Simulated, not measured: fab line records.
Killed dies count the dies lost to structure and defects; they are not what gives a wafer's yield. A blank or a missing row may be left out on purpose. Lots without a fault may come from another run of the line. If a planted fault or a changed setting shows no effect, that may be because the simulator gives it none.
8D (eight disciplines) problem report, filled in by code + flow n5-finfet + the parts of the form that need people (team, actions taken, sign-off) are left out

1. THE ISSUE
rf-fwd-power-W at N5_HKMG_FIN_ETCH_32 reads a mean of 333.1 W on 2 wafers of 1 lot; wafers without a fault read 837.8 W with a standard deviation of 2.7. So: -99 or more standard deviations from the usual mean.
The step: etches SOC in N2/H2, target depth 240 nm, time 300 s.
First seen on wafer L150.3, day 7 11:42, on rie-diel-01. The record has a number at this step for 15 wafers belonging to 5 lots. The rule behind "out" and "out of limits": a value lying over 4 standard deviations away from the usual mean. All remaining wafers that have a number are taken as sound.

2. WHAT IT IS; WHAT IT IS NOT
| question                    | is                                       | is not                                                                   |
|-----------------------------|------------------------------------------|--------------------------------------------------------------------------|
| which readings at this step | rf-fwd-power-W, oes-product-au, rf-vpp-V | throttle-valve-pct                                                       |
| which lots                  | L150                                     | L137, L142, L154, L157                                                   |
| which wafers of those lots  | L150.3, L150.5                           | L150.1                                                                   |
| read on which tools         | rie-diel-01                              | rie-diel-03, rie-diel-04                                                 |
| when                        | from day 7 11:42                         | up to then (7 sound wafers); but 6 sound wafers of L154, L157 came after |

3. WHAT RULES OUT EACH SUSPECT
Counting: a tool at a process step up to the reading stays a suspect if it ran every lot that is out. Sound lots after the first of them don't rule it out here, since some wafers of a struck lot are sound.
- rie-diel-01 at N5_HKMG_FIN_DESCUM_17 (chemistry O2, time 7.9 s): kept. The lot that is out, L150, ran on it at day 7 11:37; the last sound lot it ran before that was L142, at day 5 11:10.
- rie-diel-01 at N5_HKMG_FIN_ETCH_31 (etches SiARC in CF4, target depth 45.5 nm, time 75.8 s): kept. The lot that is out, L150, ran on it at day 7 11:39; the last sound lot it ran before that was L142, at day 5 11:11.
- rie-diel-01 at N5_HKMG_FIN_ETCH_32 (etches SOC in N2/H2, target depth 240 nm, time 300 s): kept. The lot that is out, L150, ran on it at day 7 11:42; the last sound lot it ran before that was L142, at day 5 11:15. Out on those wafers are its own readings of oes-product-au, rf-fwd-power-W, rf-vpp-V.
- Within rie-diel-01 at N5_HKMG_FIN_DESCUM_17, the wafers that are out were processed in chamber 2 and their sound lot-mates in chamber 0.
- Within rie-diel-01 at N5_HKMG_FIN_ETCH_31, the wafers that are out were processed in chamber 2 and their sound lot-mates in chamber 0.
- Within rie-diel-01 at N5_HKMG_FIN_ETCH_32, the wafers that are out were processed in chamber 2 and their sound lot-mates in chamber 0.
After the count, these remain: rie-diel-01 at N5_HKMG_FIN_DESCUM_17, rie-diel-01 at N5_HKMG_FIN_ETCH_31 and rie-diel-01 at N5_HKMG_FIN_ETCH_32.

4. THE CAUSE (what the simulator had put in)
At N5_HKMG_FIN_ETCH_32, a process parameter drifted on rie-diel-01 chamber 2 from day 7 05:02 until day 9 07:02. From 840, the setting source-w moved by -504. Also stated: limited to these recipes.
After counting, 3 suspects remain, this tool included.

5. SEQUENCE OF EFFECTS, ordered by route
Rows list readings where the struck wafers' mean (over those with a number) sits beyond 3 standard deviations from the usual. Scope: only readings with a usual standard deviation given in the record; hours: median across lots of the time from each lot's start at the first step in this table that gives one to its start at this step; sigmas: change in usual standard deviations.
| hours | step                | reading        | usual     | on struck wafers | change | sigmas      |
|-------|---------------------|----------------|-----------|------------------|--------|-------------|
| 0     | N5_HKMG_FIN_ETCH_32 | oes-product-au | 0.76 a.u. | 0.49             | -0.27  | -4.8        |
| 0     | N5_HKMG_FIN_ETCH_32 | rf-fwd-power-W | 837.8 W   | 333.1            | -504.6 | -99 or more |
| 0     | N5_HKMG_FIN_ETCH_32 | rf-vpp-V       | 524.9 V   | 699.8            | +174.9 | +83         |
Here are the process steps it includes:
- N5_HKMG_FIN_ETCH_32: etches SOC in N2/H2, target depth 240 nm, time 300 s.
Later measuring or inspecting steps at which every struck wafer that the step has a row for has a number for every such reading, and none has moved that far: N5_BEOL_M4_RC_MEAS_101.

6. WHAT WOULD HAVE CAUGHT IT SOONER
First out-of-limits reading in this record: day 7 11:42, which is 7 hours after fault onset at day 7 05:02.
